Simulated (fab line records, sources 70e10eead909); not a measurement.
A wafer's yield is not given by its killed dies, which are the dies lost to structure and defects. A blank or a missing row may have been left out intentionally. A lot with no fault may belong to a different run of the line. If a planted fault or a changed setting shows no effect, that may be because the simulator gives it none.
8D (eight disciplines) problem report, filled in by code :: flow nandHarc :: the parts of the form that need people (team, actions taken, sign-off) are left out

== 1. PROBLEM STATEMENT ==
Wafers without a fault read 23.00 C, standard deviation 0.11; developerTempC at NHARC_A_M1_DEVELOP_08 reads a mean of 22.14 C on 6 wafers belonging to 2 lots. Measured from the usual mean, that is -7.8 standard deviations.
The step: develop time 35 s.
First observed at day 30 21:00: wafer L798.1, on lithoTrack-06. Wafers with a number at this step in the record: 39, from 13 lots. Rule for "out", or "out of limits": more than 4 standard deviations from the usual mean. The other wafers with a number count as sound.

== 2. WHAT IT IS AND WHAT IT IS NOT ==
question: which readings at this step
is: developerTempC
is not: -

question: which lots
is: L798, L799
is not: L780, L781, L782, L784, L785, L786, L789, L790, L800, L802, L803

question: which wafers of those lots
is: all that have a number
is not: -

question: read on which tools
is: lithoTrack-06
is not: lithoTrack-01, lithoTrack-04

question: when
is: from day 30 21:00
is not: up to then (24 sound wafers); but 9 sound wafers of L800, L802, L803 came after

== 3. SUSPECTS, AND WHAT RULES EACH OUT ==
Counting: a tool at a process step up to the reading stays a suspect if it ran every lot that is out and no sound lot after the first of them.
- rieDiel-03 at NHARC_A_M0_STRIP_18 (strips in N2/H2): ruled out as a lasting fault. After its first lot that is out, L798 (day 30 18:23), sound lots L800, L803 ran on it.
- cmp-03 at NHARC_A_M0_CMP_23 (polishes, t overpolish 20 s, target thk 113.75 nm): ruled out as a lasting fault. After its first lot that is out, L798 (day 30 20:02), sound lots L800, L803 ran on it.
- lithoTrack-06 at NHARC_A_M1_DEVELOP_08 (develop time 35 s): kept. All lots that are out passed through it, beginning with L798 at day 30 21:00, and no sound lot followed; its final sound lot before that point was L786 at day 25 23:00. Out on those wafers are its own readings of developerTempC.
After counting, what remains is lithoTrack-06 at NHARC_A_M1_DEVELOP_08.

== 4. THE CAUSE (what the simulator had put in) ==
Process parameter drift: lithoTrack-06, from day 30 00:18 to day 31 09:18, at NHARC_A_M1_DEVELOP_08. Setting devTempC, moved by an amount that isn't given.
The count eliminated every tool but this one.

== 5. SEQUENCE OF EFFECTS, ordered by route ==
Each row: a reading where the mean over the struck wafers with a number is more than 3 standard deviations away from the usual. Only readings whose record carries a usual standard deviation are examined. hours: median over the lots of the time between each lot's start at the first step of this table that gives one and its start at this step. sigmas: the change, counted in usual standard deviations.
hours: 0
step: NHARC_A_M1_DEVELOP_08
reading: developerTempC
usual: 23.00 C
on struck wafers: 22.14
change: -0.86
sigmas: -7.8
Its process steps:
- NHARC_A_M1_DEVELOP_08: develop time 35 s.
Later steps that measure or inspect, where all struck wafers having a row at the step show a number for every such reading and not one has moved that far: NHARC_END_SORT_01.

== 6. WHAT WOULD HAVE CAUGHT IT SOONER ==
21 hours passed between the start of the fault at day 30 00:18 and the first reading out of limits in this record, taken at day 30 21:00.
